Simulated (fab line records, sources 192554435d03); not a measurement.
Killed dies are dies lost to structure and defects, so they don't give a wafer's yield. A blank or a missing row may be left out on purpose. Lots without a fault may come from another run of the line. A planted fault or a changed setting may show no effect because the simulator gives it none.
Which tool did it? | flow n5_finfet | 11 lots, 32 wafers sampled, at 2 steps of a route of 1938

WHAT THE GAUGES READ, wafer by wafer
N5_BEOL_M14_OCD_MEAS_35. Usual: trench_depth_nm 564 nm, standard deviation 18.
lot  | measured     | on     | trench_depth_nm (nm) | flag
L239 | day 13 04:52 | ocd-02 | 535 556 540          |
L242 | day 13 12:08 | ocd-02 | 579 541 575          |
L241 | day 13 21:33 | ocd-02 | 584 562 579          |
L247 | day 14 12:17 | ocd-01 | 569 573              |
L245 | day 15 16:28 | ocd-02 | 582 569 566          |
L249 | day 15 19:31 | ocd-01 | 563 582 586          |
L252 | day 16 07:23 | ocd-02 | 584 564 584          |
L256 | day 18 02:21 | ocd-02 | 584 583 583          |
L254 | day 18 22:16 | ocd-01 | 521 558 562          |
L260 | day 19 19:34 | ocd-01 | 562 559 562          |
L261 | day 19 20:03 | ocd-01 | 562 573 564          |

WHICH TOOL RAN EACH LOT (tool, then ch and the chambers of the sampled wafers, then the start)
lot  | N5_BEOL_M14_TRENCH_ETCH_34
L239 | rie_diel-01 ch 1,2,3, day 13 04:43
L242 | rie_diel-04 ch 0,2, day 13 11:58
L241 | rie_diel-05 ch 2,3, day 13 21:24
L247 | rie_diel-05 ch 2, day 14 12:07
L245 | rie_diel-05 ch 1,3, day 15 16:18
L249 | rie_diel-05 ch 1,3, day 15 19:22
L252 | rie_diel-05 ch 2,3, day 16 07:10
L256 | rie_diel-04 ch 2,3, day 18 02:12
L254 | rie_diel-01 ch 1,2, day 18 22:07
L260 | rie_diel-05 ch 0,1,2, day 19 19:25
L261 | rie_diel-04 ch 1,2, day 19 19:53
- N5_BEOL_M14_TRENCH_ETCH_34: etches SiO2 in C4F8/O2/Ar, target depth 556.65 nm, time 126.9 s.

WHAT THE TOOLS THEMSELVES READ (means of the sampled wafers that have a number; where no wafer has one, the mark that the record gives instead)
N5_BEOL_M14_TRENCH_ETCH_34. Usual: O2_flow_sccm 12.00 sccm, standard deviation 0.034; bias_w 2040 W, standard deviation 6.2; drypump_motor_current_A 5.6 A, standard deviation 0.4; oes_product_au 0.81 a.u., standard deviation 0.095; rf_fwd_power_W 1897 W, standard deviation 6.4; rf_vpp_V 2232 V, standard deviation 46; showerhead_plenum_p_Torr 3.47 Torr, standard deviation 0.14; throttle_valve_pct 30.97 %, standard deviation 0.29.
lot  | tool        | O2_flow_sccm (sccm) | bias_w (W) | drypump_motor_current_A (A) | oes_product_au (a.u.) | rf_fwd_power_W (W) | rf_vpp_V (V) | showerhead_plenum_p_Torr (Torr) | throttle_valve_pct (%) | flag
L239 | rie_diel-01 | 12.01               | 2045       | 5.3                         | 0.72                  | 1904               | 2256         | 3.43                            | 30.99                  |
L242 | rie_diel-04 | 12.01               | 2037       | 5.7                         | 0.80                  | 1898               | 2258         | 3.49                            | 31.04                  |
L241 | rie_diel-05 | 12.02               | 2044       | 5.4                         | 0.94                  | 1898               | 2234         | 3.64                            | 30.83                  |
L247 | rie_diel-05 | 12.06               | 2042       | 5.3                         | 0.92                  | 1896               | 2244         | 3.54                            | 31.13                  |
L245 | rie_diel-05 | 12.02               | 2047       | 6.0                         | 0.80                  | 1900               | 2227         | 3.49                            | 31.13                  |
L249 | rie_diel-05 | 12.04               | 2036       | 5.7                         | 0.85                  | 1894               | 2229         | 3.58                            | 30.92                  |
L252 | rie_diel-05 | 11.98               | 2031       | 5.4                         | 0.90                  | 1892               | 2233         | 3.62                            | 30.85                  |
L256 | rie_diel-04 | 11.98               | 2034       | 5.6                         | 0.77                  | 1901               | 2201         | 3.41                            | 31.27                  |
L254 | rie_diel-01 | 12.02               | 2032       | 5.3                         | 0.85                  | 1906               | 2236         | 3.45                            | 30.87                  |
L260 | rie_diel-05 | 12.01               | 2042       | 5.5                         | 0.82                  | 1895               | 2240         | 3.52                            | 31.10                  |
L261 | rie_diel-04 | 12.02               | 2046       | 6.0                         | 0.89                  | 1900               | 2228         | 3.61                            | 31.28                  |

THE ANSWER, worked out from the rows above alone
Rule: a lot is off if the mean of its wafers that have a number lies more than 3 standard deviations from the usual mean. A lot without any number at a reading at which 4 lots or more have one is off too. The other lots that the step has rows for count as sound. The gauges are gone through in route order, then the tools' own readings, and for those a lot's mean is taken as printed above. The first step at which some lot is off is used, and at that step the reading that is off furthest; a lot without a number counts as furthest.
No lot is off at any reading shown: from this, nothing can be told.

WHAT THE SIMULATOR HAD PUT IN
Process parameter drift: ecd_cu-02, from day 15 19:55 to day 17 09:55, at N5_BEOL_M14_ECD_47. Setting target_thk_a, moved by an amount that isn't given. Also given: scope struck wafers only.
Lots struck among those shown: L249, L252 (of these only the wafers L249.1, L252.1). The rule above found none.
